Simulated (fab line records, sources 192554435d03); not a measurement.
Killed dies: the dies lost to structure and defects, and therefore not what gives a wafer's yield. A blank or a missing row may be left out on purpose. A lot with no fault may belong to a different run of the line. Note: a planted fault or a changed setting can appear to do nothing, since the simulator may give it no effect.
Matching of chambers	flow n5 finfet	rie diel-04 running N5_BEOL_M4_ETCH_69: 4 sister chambers
The step etches SiARC in CF4, target depth 15.6 nm, time 26 s. 8 wafers are shown with their chamber, then 7 later ones without.

WAFERS WITH THEIR CHAMBER
wafer	chamber	drypump motor current A (A)	showerhead plenum p Torr (Torr)
L567.2	3	6.5	2.21
L567.4	0	6.4	2.27
L569.1	2	5.5	2.20
L578.1	1	5.3	2.14
L578.4	3	6.5	2.21
L578.6	0	6.4	2.26
L584.1	2	5.4	2.19
L584.2	1	5.3	2.14

WAFERS MISSING THEIR CHAMBER
wafer	drypump motor current A (A)	showerhead plenum p Torr (Torr)
L584.5	5.4	2.19
L583.1	5.3	2.14
L583.4	6.4	2.26
L583.6	5.4	2.19
L589.4	6.4	2.25
L589.5	6.5	2.20
L589.6	5.4	2.18

THE CHAMBER EACH PASSED THROUGH
wafer	from the rows above	in truth
L584.5	2	2
L583.1	1	1
L583.4	0	0
L583.6	2	2
L589.4	0	0
L589.5	3	3
L589.6	2	2
Placed correctly: 7 of 7. Not placeable from these rows: 0. Number placed wrongly: 0.
How it was worked out, from the rows above alone: a wafer's distance from a chamber is the root of the sum, over the readings, of the square of ((its reading less the chamber's mean) divided by the reading's scatter). The wafer belongs to the nearest chamber; if the next one is less than 2 further off, it can't be placed. For every chamber, the mean is computed from those of its wafers that are shown. How the scatter is found: for the shown wafers, subtract from each reading the mean of its chamber, square and add these, divide the total by (wafers less chambers), then take the root.
